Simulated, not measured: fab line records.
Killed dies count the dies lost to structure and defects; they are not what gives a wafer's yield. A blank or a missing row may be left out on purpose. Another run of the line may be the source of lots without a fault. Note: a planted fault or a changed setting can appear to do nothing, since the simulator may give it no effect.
Matching of chambers :: flow nand-harc :: 4 sister chambers for NHARC_A_CONTACT_DESCUM_13 on rie-diel-02
The step chemistry O2, time 3 s. 8 wafers are shown with their chamber, then 7 later ones without.

== EACH WAFER AND ITS CHAMBER ==
wafer: L074.6
chamber: 0
drypump-motor-current-A (A): 6.4
showerhead-plenum-p-Torr (Torr): 1.98

wafer: L076.6
chamber: 2
drypump-motor-current-A (A): 5.3
showerhead-plenum-p-Torr (Torr): 1.86

wafer: L079.4
chamber: 2
drypump-motor-current-A (A): 5.3
showerhead-plenum-p-Torr (Torr): 1.86

wafer: L082.1
chamber: 1
drypump-motor-current-A (A): 5.6
showerhead-plenum-p-Torr (Torr): 2.05

wafer: L082.3
chamber: 3
drypump-motor-current-A (A): 5.1
showerhead-plenum-p-Torr (Torr): 1.89

wafer: L082.6
chamber: 1
drypump-motor-current-A (A): 5.7
showerhead-plenum-p-Torr (Torr): 2.05

wafer: L083.2
chamber: 3
drypump-motor-current-A (A): 5.1
showerhead-plenum-p-Torr (Torr): 1.89

wafer: L083.3
chamber: 0
drypump-motor-current-A (A): 6.4
showerhead-plenum-p-Torr (Torr): 1.97

== WAFERS WITH NO CHAMBER GIVEN ==
wafer: L083.4
drypump-motor-current-A (A): 5.7
showerhead-plenum-p-Torr (Torr): 2.05

wafer: L086.4
drypump-motor-current-A (A): 5.7
showerhead-plenum-p-Torr (Torr): 2.05

wafer: L086.5
drypump-motor-current-A (A): 5.1
showerhead-plenum-p-Torr (Torr): 1.88

wafer: L086.6
drypump-motor-current-A (A): 6.4
showerhead-plenum-p-Torr (Torr): 1.97

wafer: L087.1
drypump-motor-current-A (A): 6.4
showerhead-plenum-p-Torr (Torr): 1.96

wafer: L087.5
drypump-motor-current-A (A): 6.4
showerhead-plenum-p-Torr (Torr): 1.96

wafer: L087.6
drypump-motor-current-A (A): 5.1
showerhead-plenum-p-Torr (Torr): 1.88

== WHICH CHAMBER EACH ONE RAN IN ==
wafer: L083.4
from the rows above: 1
in truth: 1

wafer: L086.4
from the rows above: 1
in truth: 1

wafer: L086.5
from the rows above: 3
in truth: 3

wafer: L086.6
from the rows above: 0
in truth: 0

wafer: L087.1
from the rows above: 0
in truth: 0

wafer: L087.5
from the rows above: 0
in truth: 0

wafer: L087.6
from the rows above: 3
in truth: 3
Correct placement for 7 of the 7. Not placeable from these rows: 0. Placed wrongly: 0.
How it was worked out, from the rows above alone: a wafer's distance from a chamber is the root of the sum, over the readings, of the square of ((its reading less the chamber's mean) divided by the reading's scatter). If the next closest chamber is less than 2 further off than the closest, the wafer can't be placed; otherwise it belongs to the closest. Each chamber's mean is taken over the wafers shown for it. The scatter: the root of (the sum of the squares of (reading less its chamber's mean) over the shown wafers, divided by (wafers less chambers)).
